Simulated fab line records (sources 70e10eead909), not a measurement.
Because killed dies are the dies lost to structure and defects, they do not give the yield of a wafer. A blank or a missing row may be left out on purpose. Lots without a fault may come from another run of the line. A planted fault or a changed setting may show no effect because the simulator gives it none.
Which tool did it? :: flow nand harc :: 24 lots with 72 wafers sampled at 4 steps, on a route of 1159 steps

## WHAT THE GAUGES READ, wafer by wafer
NHARC_A_SGD_CUT_INSPECT_11.
lot: L074
measured: day 13 03:52
on: defect inspect-02
raw defect count: 18 16 20

lot: L076
measured: day 14 08:14
on: defect inspect-01
raw defect count: 9 9 8

lot: L075
measured: day 14 08:38
on: defect inspect-01
raw defect count: 11 7 7

lot: L077
measured: day 14 08:48
on: defect inspect-01
raw defect count: 15 21 15

lot: L078
measured: day 14 20:59
on: defect inspect-01
raw defect count: 23 16 15

lot: L079
measured: day 14 21:19
on: defect inspect-01
raw defect count: 19 15 18

lot: L080
measured: day 15 14:58
on: defect inspect-02
raw defect count: 7 7 12

lot: L081
measured: day 15 15:11
on: defect inspect-02
raw defect count: 24 32 21

lot: L084
measured: day 16 09:20
on: defect inspect-01
raw defect count: 7 9 10

lot: L082
measured: day 16 10:20
on: defect inspect-01
raw defect count: 20 18 26

lot: L083
measured: day 16 10:38
on: defect inspect-02
raw defect count: 31 25 18

lot: L085
measured: day 16 18:46
on: defect inspect-02
raw defect count: 31 33 34

lot: L086
measured: day 17 06:26
on: defect inspect-02
raw defect count: 12 10 14

lot: L088
measured: day 17 06:47
on: defect inspect-02
raw defect count: 20 16 20

lot: L087
measured: day 17 06:57
on: defect inspect-01
raw defect count: 30 29 33

lot: L090
measured: day 17 17:31
on: defect inspect-02
raw defect count: 33 27 25

lot: L089
measured: day 17 17:53
on: defect inspect-02
raw defect count: 18 8 9

lot: L092
measured: day 17 18:02
on: defect inspect-01
raw defect count: 9 7 12

lot: L091
measured: day 18 03:56
on: defect inspect-01
raw defect count: 29 26 28

lot: L093
measured: day 18 23:20
on: defect inspect-02
raw defect count: 43 32 42

lot: L095
measured: day 18 23:43
on: defect inspect-01
raw defect count: 35 25 39

lot: L094
measured: day 19 00:41
on: defect inspect-02
raw defect count: 18 12 23

lot: L097
measured: day 19 12:11
on: defect inspect-02
raw defect count: 15 16 13

lot: L096
measured: day 19 20:49
on: defect inspect-02
raw defect count: 18 10 16

NHARC_A_SGD_CUT_THK_MEAS_22: measures by ellipsometry.
lot: L074
measured: day 13 08:30
on: film metro-02
thk nm (nm): 147.6 148.0 148.5

lot: L076
measured: day 14 14:01
on: film metro-02
thk nm (nm): 147.7 147.9 145.0

lot: L075
measured: day 14 14:10
on: film metro-02
thk nm (nm): 148.0 148.0 147.2

lot: L077
measured: day 14 14:01
on: film metro-01
thk nm (nm): 149.1 144.5 147.9

lot: L078
measured: day 15 04:31
on: film metro-02
thk nm (nm): 148.6 148.7 149.8

lot: L079
measured: day 15 04:32
on: film metro-01
thk nm (nm): 144.2 146.7 147.9

lot: L080
measured: day 15 20:45
on: film metro-01
thk nm (nm): 149.6 148.9 147.2

lot: L081
measured: day 15 20:49
on: film metro-02
thk nm (nm): 148.8 148.6 147.7

lot: L084
measured: day 16 15:07
on: film metro-02
thk nm (nm): 148.2 147.0 147.8

lot: L082
measured: day 16 15:07
on: film metro-01
thk nm (nm): 148.1 148.2 148.7

lot: L083
measured: day 16 15:16
on: film metro-01
thk nm (nm): 147.5 145.9 148.4

lot: L085
measured: day 17 04:21
on: film metro-02
thk nm (nm): 148.7 150.3 147.5

lot: L086
measured: day 17 12:26
on: film metro-01
thk nm (nm): 145.4 148.0 147.6

lot: L088
measured: day 17 12:26
on: film metro-01
thk nm (nm): 148.4 146.9 147.0

lot: L087
measured: day 17 12:26
on: film metro-02
thk nm (nm): 149.4 147.8 148.6

lot: L090
measured: day 17 23:26
on: film metro-01
thk nm (nm): 147.8 148.3 149.8

lot: L089
measured: day 17 23:26
on: film metro-02
thk nm (nm): 146.4 145.7 145.3

lot: L092
measured: day 17 23:28
on: film metro-02
thk nm (nm): 148.2 149.1 145.8

lot: L091
measured: day 18 10:01
on: film metro-01
thk nm (nm): 148.7 151.5 147.9

lot: L093
measured: day 19 05:20
on: film metro-01
thk nm (nm): 147.4 149.5 147.4

lot: L095
measured: day 19 05:22
on: film metro-02
thk nm (nm): 146.9 147.4 149.9

lot: L094
measured: day 19 05:23
on: film metro-01
thk nm (nm): 150.3 151.1 148.8

lot: L097
measured: day 19 19:38
on: film metro-01
thk nm (nm): 149.6 149.0 147.5

lot: L096
measured: day 20 02:08
on: film metro-02
thk nm (nm): 148.3 149.4 151.2

## EACH LOT AND THE TOOL THAT RAN IT (in order: tool; ch and the chambers of the sampled wafers; start)
lot: L074
NHARC_A_SGD_CUT_DESCUM_14: rie diel-03 ch 0,1, day 13 03:56
NHARC_A_SGD_CUT_CMP_21: cmp-03 ch 0,2, day 13 08:15

lot: L076
NHARC_A_SGD_CUT_DESCUM_14: rie diel-03 ch 1,3, day 14 08:18
NHARC_A_SGD_CUT_CMP_21: cmp-01 ch 0,2, day 14 13:46

lot: L075
NHARC_A_SGD_CUT_DESCUM_14: rie diel-08 ch 0,1,3, day 14 08:42
NHARC_A_SGD_CUT_CMP_21: cmp-01 ch 0,1,3, day 14 13:55

lot: L077
NHARC_A_SGD_CUT_DESCUM_14: rie diel-02 ch 1,2, day 14 08:52
NHARC_A_SGD_CUT_CMP_21: cmp-03 ch 0,2,3, day 14 13:49

lot: L078
NHARC_A_SGD_CUT_DESCUM_14: rie diel-08 ch 0,1,2, day 14 21:03
NHARC_A_SGD_CUT_CMP_21: cmp-02 ch 0,3, day 15 04:16

lot: L079
NHARC_A_SGD_CUT_DESCUM_14: rie diel-03 ch 0,1,3, day 14 21:24
NHARC_A_SGD_CUT_CMP_21: cmp-03 ch 0,2,3, day 15 04:16

lot: L080
NHARC_A_SGD_CUT_DESCUM_14: rie diel-02 ch 2,3, day 15 15:01
NHARC_A_SGD_CUT_CMP_21: cmp-01 ch 0,1,3, day 15 20:29

lot: L081
NHARC_A_SGD_CUT_DESCUM_14: rie diel-08 ch 0,1,2, day 15 15:16
NHARC_A_SGD_CUT_CMP_21: cmp-03 ch 1,2,3, day 15 20:34

lot: L084
NHARC_A_SGD_CUT_DESCUM_14: rie diel-03 ch 0,2,3, day 16 09:24
NHARC_A_SGD_CUT_CMP_21: cmp-01 ch 0,2,3, day 16 14:54

lot: L082
NHARC_A_SGD_CUT_DESCUM_14: rie diel-08 ch 0,1,3, day 16 10:23
NHARC_A_SGD_CUT_CMP_21: cmp-02 ch 1,2,3, day 16 14:54

lot: L083
NHARC_A_SGD_CUT_DESCUM_14: rie diel-03 ch 1,2, day 16 10:41
NHARC_A_SGD_CUT_CMP_21: cmp-01 ch 1,2,3, day 16 15:03

lot: L085
NHARC_A_SGD_CUT_DESCUM_14: rie diel-02 ch 0,2,3, day 16 18:49
NHARC_A_SGD_CUT_CMP_21: cmp-01 ch 0,1,2, day 17 04:06

lot: L086
NHARC_A_SGD_CUT_DESCUM_14: rie diel-03 ch 2,3, day 17 06:30
NHARC_A_SGD_CUT_CMP_21: cmp-03 ch 1,2,3, day 17 12:12

lot: L088
NHARC_A_SGD_CUT_DESCUM_14: rie diel-08 ch 0,1,3, day 17 06:52
NHARC_A_SGD_CUT_CMP_21: cmp-02 ch 0,2,3, day 17 12:12

lot: L087
NHARC_A_SGD_CUT_DESCUM_14: rie diel-02 ch 0,1,2, day 17 07:02
NHARC_A_SGD_CUT_CMP_21: cmp-01 ch 2,3, day 17 12:10

lot: L090
NHARC_A_SGD_CUT_DESCUM_14: rie diel-03 ch 1,2,3, day 17 17:35
NHARC_A_SGD_CUT_CMP_21: cmp-03 ch 0,1, day 17 23:11

lot: L089
NHARC_A_SGD_CUT_DESCUM_14: rie diel-02 ch 0,3, day 17 17:58
NHARC_A_SGD_CUT_CMP_21: cmp-02 ch 2,3, day 17 23:11

lot: L092
NHARC_A_SGD_CUT_DESCUM_14: rie diel-03 ch 1,2,3, day 17 18:06
NHARC_A_SGD_CUT_CMP_21: cmp-01 ch 0,1,2, day 17 23:14

lot: L091
NHARC_A_SGD_CUT_DESCUM_14: rie diel-08 ch 1,2, day 18 04:00
NHARC_A_SGD_CUT_CMP_21: cmp-01 ch 1,2, day 18 09:45

lot: L093
NHARC_A_SGD_CUT_DESCUM_14: rie diel-02 ch 1,2,3, day 18 23:25
NHARC_A_SGD_CUT_CMP_21: cmp-02 ch 0,1, day 19 05:05

lot: L095
NHARC_A_SGD_CUT_DESCUM_14: rie diel-03 ch 0,2,3, day 18 23:47
NHARC_A_SGD_CUT_CMP_21: cmp-01 ch 1,2,3, day 19 05:06

lot: L094
NHARC_A_SGD_CUT_DESCUM_14: rie diel-02 ch 1,2,3, day 19 00:46
NHARC_A_SGD_CUT_CMP_21: cmp-03 ch 0,1,2, day 19 05:08

lot: L097
NHARC_A_SGD_CUT_DESCUM_14: rie diel-03 ch 1,2,3, day 19 12:15
NHARC_A_SGD_CUT_CMP_21: cmp-01 ch 0,2, day 19 19:23

lot: L096
NHARC_A_SGD_CUT_DESCUM_14: rie diel-03 ch 0,2,3, day 19 20:53
NHARC_A_SGD_CUT_CMP_21: cmp-01 ch 0,3, day 20 01:52
- NHARC_A_SGD_CUT_DESCUM_14: chemistry O2, time 3 s.
- NHARC_A_SGD_CUT_CMP_21: polishes, target thk 148.19 nm.

## AS READ BY THE TOOLS THEMSELVES (means over the sampled wafers that have a number; for cases with no such wafer, the mark the record gives instead)
NHARC_A_SGD_CUT_DESCUM_14.
lot: L074
tool: rie diel-03
drypump motor current A (A): 5.8
o2 flow sccm (sccm): 200.3
oes product au (a.u.): 1.017
rf vpp V (V): 57.4
showerhead plenum p Torr (Torr): 1.81
throttle valve pct (%): 11.306

lot: L076
tool: rie diel-03
drypump motor current A (A): 5.5
o2 flow sccm (sccm): 199.2
oes product au (a.u.): 1.019
rf vpp V (V): 57.8
showerhead plenum p Torr (Torr): 1.83
throttle valve pct (%): 11.303

lot: L075
tool: rie diel-08
drypump motor current A (A): 6.0
o2 flow sccm (sccm): 200.8
oes product au (a.u.): 1.005
rf vpp V (V): 57.2
showerhead plenum p Torr (Torr): 1.91
throttle valve pct (%): 11.312

lot: L077
tool: rie diel-02
drypump motor current A (A): 5.7
o2 flow sccm (sccm): 200.5
oes product au (a.u.): 1.004
rf vpp V (V): 57.0
showerhead plenum p Torr (Torr): 1.98
throttle valve pct (%): 11.307

lot: L078
tool: rie diel-08
drypump motor current A (A): 5.9
o2 flow sccm (sccm): 200.0
oes product au (a.u.): 1.004
rf vpp V (V): 57.8
showerhead plenum p Torr (Torr): 1.90
throttle valve pct (%): 11.311

lot: L079
tool: rie diel-03
drypump motor current A (A): 5.6
o2 flow sccm (sccm): 200.5
oes product au (a.u.): 1.008
rf vpp V (V): 57.3
showerhead plenum p Torr (Torr): 1.85
throttle valve pct (%): 11.312

lot: L080
tool: rie diel-02
drypump motor current A (A): 5.1
o2 flow sccm (sccm): 200.6
oes product au (a.u.): 1.000
rf vpp V (V): 57.6
showerhead plenum p Torr (Torr): 2.01
throttle valve pct (%): 11.312

lot: L081
tool: rie diel-08
drypump motor current A (A): 5.9
o2 flow sccm (sccm): 199.1
oes product au (a.u.): 0.996
rf vpp V (V): 57.6
showerhead plenum p Torr (Torr): 1.90
throttle valve pct (%): 11.312

lot: L084
tool: rie diel-03
drypump motor current A (A): 5.6
o2 flow sccm (sccm): 199.6
oes product au (a.u.): 1.006
rf vpp V (V): 57.9
showerhead plenum p Torr (Torr): 1.86
throttle valve pct (%): 11.301

lot: L082
tool: rie diel-08
drypump motor current A (A): 6.0
o2 flow sccm (sccm): 200.2
oes product au (a.u.): 1.005
rf vpp V (V): 57.6
showerhead plenum p Torr (Torr): 1.91
throttle valve pct (%): 11.316

lot: L083
tool: rie diel-03
drypump motor current A (A): 5.8
o2 flow sccm (sccm): 200.3
oes product au (a.u.): 1.026
rf vpp V (V): 57.1
showerhead plenum p Torr (Torr): 1.81
throttle valve pct (%): 11.306

lot: L085
tool: rie diel-02
drypump motor current A (A): 5.3
o2 flow sccm (sccm): 200.3
oes product au (a.u.): 1.006
rf vpp V (V): 58.4
showerhead plenum p Torr (Torr): 1.99
throttle valve pct (%): 11.309

lot: L086
tool: rie diel-03
drypump motor current A (A): 5.2
o2 flow sccm (sccm): 199.5
oes product au (a.u.): 1.008
rf vpp V (V): 57.9
showerhead plenum p Torr (Torr): 1.89
throttle valve pct (%): 11.312

lot: L088
tool: rie diel-08
drypump motor current A (A): 6.0
o2 flow sccm (sccm): 199.9
oes product au (a.u.): 1.006
rf vpp V (V): 58.7
showerhead plenum p Torr (Torr): 1.91
throttle valve pct (%): 11.313

lot: L087
tool: rie diel-02
drypump motor current A (A): 5.6
o2 flow sccm (sccm): 200.2
oes product au (a.u.): 1.002
rf vpp V (V): 58.1
showerhead plenum p Torr (Torr): 1.97
throttle valve pct (%): 11.313

lot: L090
tool: rie diel-03
drypump motor current A (A): 5.5
o2 flow sccm (sccm): 200.4
oes product au (a.u.): 1.010
rf vpp V (V): 57.2
showerhead plenum p Torr (Torr): 1.84
throttle valve pct (%): 11.315

lot: L089
tool: rie diel-02
drypump motor current A (A): 5.0
o2 flow sccm (sccm): 200.4
oes product au (a.u.): 1.004
rf vpp V (V): 57.3
showerhead plenum p Torr (Torr): 1.99
throttle valve pct (%): 11.319

lot: L092
tool: rie diel-03
drypump motor current A (A): 5.5
o2 flow sccm (sccm): 199.8
oes product au (a.u.): 1.012
rf vpp V (V): 57.0
showerhead plenum p Torr (Torr): 1.84
throttle valve pct (%): 11.310

lot: L091
tool: rie diel-08
drypump motor current A (A): 5.5
o2 flow sccm (sccm): 200.2
oes product au (a.u.): 1.003
rf vpp V (V): 57.1
showerhead plenum p Torr (Torr): 1.83
throttle valve pct (%): 11.317

lot: L093
tool: rie diel-02
drypump motor current A (A): 5.4
o2 flow sccm (sccm): 199.4
oes product au (a.u.): 1.007
rf vpp V (V): 58.0
showerhead plenum p Torr (Torr): 1.99
throttle valve pct (%): 11.305

lot: L095
tool: rie diel-03
drypump motor current A (A): 5.6
o2 flow sccm (sccm): 200.1
oes product au (a.u.): 1.006
rf vpp V (V): 58.2
showerhead plenum p Torr (Torr): 1.86
throttle valve pct (%): 11.305

lot: L094
tool: rie diel-02
drypump motor current A (A): 5.4
o2 flow sccm (sccm): 199.4
oes product au (a.u.): 0.996
rf vpp V (V): 58.3
showerhead plenum p Torr (Torr): 1.99
throttle valve pct (%): 11.314

lot: L097
tool: rie diel-03
drypump motor current A (A): 5.5
o2 flow sccm (sccm): 200.5
oes product au (a.u.): 1.011
rf vpp V (V): 57.4
showerhead plenum p Torr (Torr): 1.84
throttle valve pct (%): 11.317

lot: L096
tool: rie diel-03
drypump motor current A (A): 5.6
o2 flow sccm (sccm): 200.7
oes product au (a.u.): 1.002
rf vpp V (V): 57.8
showerhead plenum p Torr (Torr): 1.86
throttle valve pct (%): 11.308

NHARC_A_SGD_CUT_CMP_21.
lot: L074
tool: cmp-03
motor current A (A): 11.1
slurry filter dp kPa (kPa): 13.50
time to endpoint s (s): 50

lot: L076
tool: cmp-01
motor current A (A): 11.3
slurry filter dp kPa (kPa): 13.43
time to endpoint s (s): 46

lot: L075
tool: cmp-01
motor current A (A): 11.4
slurry filter dp kPa (kPa): 13.63
time to endpoint s (s): 47

lot: L077
tool: cmp-03
motor current A (A): 11.0
slurry filter dp kPa (kPa): 13.50
time to endpoint s (s): 47

lot: L078
tool: cmp-02
motor current A (A): 12.4
slurry filter dp kPa (kPa): 13.37
time to endpoint s (s): 51

lot: L079
tool: cmp-03
motor current A (A): 11.2
slurry filter dp kPa (kPa): 13.61
time to endpoint s (s): 48

lot: L080
tool: cmp-01
motor current A (A): 11.7
slurry filter dp kPa (kPa): 13.45
time to endpoint s (s): 52

lot: L081
tool: cmp-03
motor current A (A): 11.7
slurry filter dp kPa (kPa): 13.44
time to endpoint s (s): 50

lot: L084
tool: cmp-01
motor current A (A): 11.9
slurry filter dp kPa (kPa): 13.52
time to endpoint s (s): 45

lot: L082
tool: cmp-02
motor current A (A): 11.7
slurry filter dp kPa (kPa): 13.52
time to endpoint s (s): 48

lot: L083
tool: cmp-01
motor current A (A): 11.7
slurry filter dp kPa (kPa): 13.42
time to endpoint s (s): 49

lot: L085
tool: cmp-01
motor current A (A): 10.9
slurry filter dp kPa (kPa): 13.54
time to endpoint s (s): 50

lot: L086
tool: cmp-03
motor current A (A): 11.8
slurry filter dp kPa (kPa): 13.38
time to endpoint s (s): 50

lot: L088
tool: cmp-02
motor current A (A): 11.6
slurry filter dp kPa (kPa): 13.60
time to endpoint s (s): 49

lot: L087
tool: cmp-01
motor current A (A): 12.2
slurry filter dp kPa (kPa): 13.51
time to endpoint s (s): 53

lot: L090
tool: cmp-03
motor current A (A): 10.9
slurry filter dp kPa (kPa): 13.46
time to endpoint s (s): 51

lot: L089
tool: cmp-02
motor current A (A): 10.6
slurry filter dp kPa (kPa): 13.58
time to endpoint s (s): 48

lot: L092
tool: cmp-01
motor current A (A): 10.6
slurry filter dp kPa (kPa): 13.50
time to endpoint s (s): 54

lot: L091
tool: cmp-01
motor current A (A): 10.5
slurry filter dp kPa (kPa): 13.52
time to endpoint s (s): 52

lot: L093
tool: cmp-02
motor current A (A): 13.3
slurry filter dp kPa (kPa): 13.38
time to endpoint s (s): 52

lot: L095
tool: cmp-01
motor current A (A): 11.5
slurry filter dp kPa (kPa): 13.71
time to endpoint s (s): 51

lot: L094
tool: cmp-03
motor current A (A): 11.4
slurry filter dp kPa (kPa): 13.51
time to endpoint s (s): 50

lot: L097
tool: cmp-01
motor current A (A): 11.2
slurry filter dp kPa (kPa): 13.44
time to endpoint s (s): 50

lot: L096
tool: cmp-01
motor current A (A): 12.6
slurry filter dp kPa (kPa): 13.49
time to endpoint s (s): 52

## THE ANSWER, worked out from the rows above alone
Rule: the usual values come from the lots themselves. The widest of any qualifying gaps counts: lots, ordered by their means at a reading, are off when they make up no more than a third of the lots, leave a main group of 4 or more, and stand apart from it by 3 or more times the standard deviation of that group's means. Not used: any main group whose means are identical at the precision the tables above print for the reading. A lot without any number at a reading at which 4 lots or more have one is off too. All remaining lots with rows at the step are treated as sound. After the gauges, taken in route order, come the tools' own readings; for these a lot's mean is taken, as printed above. The first step at which some lot is off is used, and at that step the reading that is off furthest; a lot without a number counts as furthest.
None of the lots is off at any reading shown; this tells nothing.

## WHAT THE SIMULATOR HAD INSERTED
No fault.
